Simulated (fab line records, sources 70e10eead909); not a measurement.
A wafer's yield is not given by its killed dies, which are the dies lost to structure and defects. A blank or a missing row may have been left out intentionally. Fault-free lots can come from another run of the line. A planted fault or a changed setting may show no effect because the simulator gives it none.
A struck lot beside a sound one || flow nandHarc || 14 steps out of a route of 1159
Sound: these wafers, L294.2, L294.3, L294.5. Struck: wafers L305.3, L305.5, L305.6. At the end, the cause is stated.
Order at every step that has rows: each side's tool, ch and its chambers, its first start. Under that, the readings that differ: sound wafers || struck wafers || difference of the means || sigmas: that difference in standard deviations of wafers without a fault.
alike: readings with means less than 2 such deviations apart, plus words and numbers identical on both sides. not compared: withheld readings, readings lacking a value on some wafer, bounds such as >300 that could conceal the same value, and numbers that have no deviation in the record and whose values overlap.
A row with sigmas, a row that says differs or no value, or rows on one side alone: a step with any of these is where the two part. Numbers that don't overlap but have no deviation are shown without sigmas and don't part them. A reading that every wafer of one side lacks parts them only if that side has two wafers or more.

first, 7 steps without rows for these wafers: NHARC_A_STAIRCASE_SOFTBAKE_212 (time 170 s); NHARC_A_STAIRCASE_EBR_213; NHARC_A_STAIRCASE_EXPOSE_214 (exposes mask STAIR 3); NHARC_A_STAIRCASE_PEB_215 (peb time 130 s); NHARC_A_STAIRCASE_DEVELOP_216 (time 140 s); NHARC_A_STAIRCASE_HARDBAKE_218 (time 140 s); NHARC_A_STAIRCASE_DESCUM_219 (chemistry O2, time 3 s).
NHARC_A_STAIRCASE_TRIM_220: chemistry O2, time 211.2 s.
  sound on rieDiel-10 ch 1,3, day 11 17:02; struck on rieDiel-10 ch 0,2,3, day 14 08:53
  alike: drypumpMotorCurrentA, oesProductAu, rfVppV, runLengthS, showerheadPlenumPTorr, throttleValvePct
  not compared: rfHoursCounterH
NHARC_A_STAIRCASE_ETCH_221: etches the open film in C4F8/O2, target depth 100 nm, time 40.5 s.
  sound on rieDiel-10 ch 1,2; struck on rieDiel-10 ch 0,3
  alike: biasW, oesProductAu, rfVppV
  not compared: rfHoursCounterH
NHARC_A_STAIRCASE_TRIM_222: chemistry O2, time 211.2 s.
  sound on rieDiel-10 ch 1,2,3; struck on rieDiel-10 ch 1,2,3
{"reading": "throttleValvePct (%)", "sound": "17.043 17.052 17.051", "struck": "17.034 17.025 17.025", "difference": -0.021, "sigmas": -3}
  alike: drypumpMotorCurrentA, oesProductAu, rfVppV, runLengthS, showerheadPlenumPTorr
  not compared: rfHoursCounterH
NHARC_A_STAIRCASE_ETCH_223: etches the open film in C4F8/O2, target depth 100 nm, time 40.5 s.
  sound on rieDiel-10 ch 2,3; struck on rieDiel-10 ch 0,1,3
  alike: biasW, oesProductAu, rfVppV
  not compared: rfHoursCounterH
NHARC_A_STAIRCASE_TRIM_224: chemistry O2, time 211.2 s.
  sound on rieDiel-10 ch 1,3, day 11 19:25; struck on rieDiel-10 ch 2,3, day 14 09:28
{"reading": "biasW (W)", "sound": "0 0 0", "struck": "- - -", "difference": "no value on the struck wafers", "sigmas": ""}
{"reading": "runLengthS (s)", "sound": "232.1 232.8 232.4", "struck": "220.2 219.9 219.5", "difference": -12.6, "sigmas": -28}
  alike: drypumpMotorCurrentA, oesProductAu, rfVppV, showerheadPlenumPTorr, throttleValvePct
  not compared: rfHoursCounterH
NHARC_A_STAIRCASE_ETCH_225: etches the open film in C4F8/O2, target depth 100 nm, time 40.5 s.
  sound on rieDiel-10 ch 1,3; struck on rieDiel-10 ch 0,1,3
  alike: biasW, oesProductAu, rfVppV
  not compared: rfHoursCounterH
-- break in the record here, with 8 days between the starts of the struck wafers on either side (left off in module A_STAIRCASE, picked up again in module END, where the first step shown is number 1159 on the route) --
NHARC_END_SORT_01:
  at this point the record logs the struck wafers (prober-01 ch 0, day 21 23:30) and has no rows for the sound ones

WHERE THEY PART
At NHARC_A_STAIRCASE_TRIM_222 first; at NHARC_END_SORT_01 last (within this record only).

WHY: the cause the simulator had injected
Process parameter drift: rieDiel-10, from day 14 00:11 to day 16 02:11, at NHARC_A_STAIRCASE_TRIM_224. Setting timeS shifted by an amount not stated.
